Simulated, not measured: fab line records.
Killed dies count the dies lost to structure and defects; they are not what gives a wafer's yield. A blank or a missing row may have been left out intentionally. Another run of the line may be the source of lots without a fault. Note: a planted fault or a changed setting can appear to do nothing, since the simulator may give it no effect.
One fault seen from 2 desks | flow nand-harc | what lay behind the numbers comes last; until then each desk has only its own

## THE DEFECT DESK
For each lot, the counts of the inspections along the route, averaged over the sampled wafers that have a number. Marked OUT: a lot whose mean sits more than 4 standard deviations from the usual mean, which makes it out of limits; the brackets give that distance.
Columns: A = raw-defect-count at NHARC_A_SIN_REMOVE_INSPECT_04, usual 393; B = raw-defect-count at NHARC_A_CONTACT_INSPECT_44, usual 80
lot  | first seen here | A   | B
L261 | day 20 20:04    | 320 | 73
L265 | day 21 23:10    | 451 | 60
L266 | day 22 22:08    | 284 | 60
L271 | day 24 02:22    | 323 | 57
L270 | day 24 04:34    | 317 | 34
L272 | day 24 04:34    | 465 | 103
L273 | day 26 09:10    | 395 | 24
L276 | day 26 20:38    | 384 | 114
L279 | day 27 10:16    | 529 | 112
L280 | day 28 09:35    | 459 | 68
L281 | day 28 18:49    | 392 | 86
L283 | day 29 18:47    | 307 | 47
L282 | day 31 03:43    | 394 | 72
This desk's verdict: no lot among the 13 shows anything out of limits.

## THE TOOL OWNER'S DESK: pecvd-04
The tool's own readings at NHARC_A_CONTACT_DEP_24 (deposits SiO2, target thk 500 nm): means of the sampled wafers that have a number, for each lot that ran on this tool. Marked OUT: a lot whose mean sits more than 4 standard deviations from the usual mean, which makes it out of limits; the brackets give that distance.
Columns: A = heater-power-w at NHARC_A_CONTACT_DEP_24, usual 551 W; B = mfc-precursor-sccm at NHARC_A_CONTACT_DEP_24, usual 161.3 sccm; C = throttle-valve-pct at NHARC_A_CONTACT_DEP_24, usual 16.2 %
lot  | first seen here | A   | B               | C
L261 | day 21 12:19    | 511 | 161.2           | 16.6
L271 | day 24 18:25    | 501 | 173.5 (+29) OUT | 17.1
L270 | day 24 18:47    | 493 | 173.3 (+28) OUT | 16.9
L272 | day 24 21:33    | 493 | 173.5 (+29) OUT | 17.1
L280 | day 29 04:06    | 591 | 161.4           | 16.7
L283 | day 30 13:47    | 594 | 161.3           | 16.6
L282 | day 32 01:02    | 568 | 161.5           | 16.6
This desk's finding: out of limits on L270, L271, L272; first on L271, day 24 18:25 (mfc-precursor-sccm at NHARC_A_CONTACT_DEP_24). In limits: L261, L280, L283, L282.

## BROUGHT TOGETHER
An alarm could have come from the tool owner's desk at day 24 18:25, on L270, L271, L272.
The defect desk saw nothing out of limits.
The defect desk has L270, L271, L272 on record, within its limits.
Every lot named ran NHARC_A_CONTACT_DEP_24 on pecvd-04.

## WHAT THE SIMULATOR PUT IN
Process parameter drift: pecvd-04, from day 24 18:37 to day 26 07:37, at NHARC_A_CONTACT_DEP_24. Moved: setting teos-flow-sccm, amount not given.
Struck lots among those shown: L270, L271, L272.
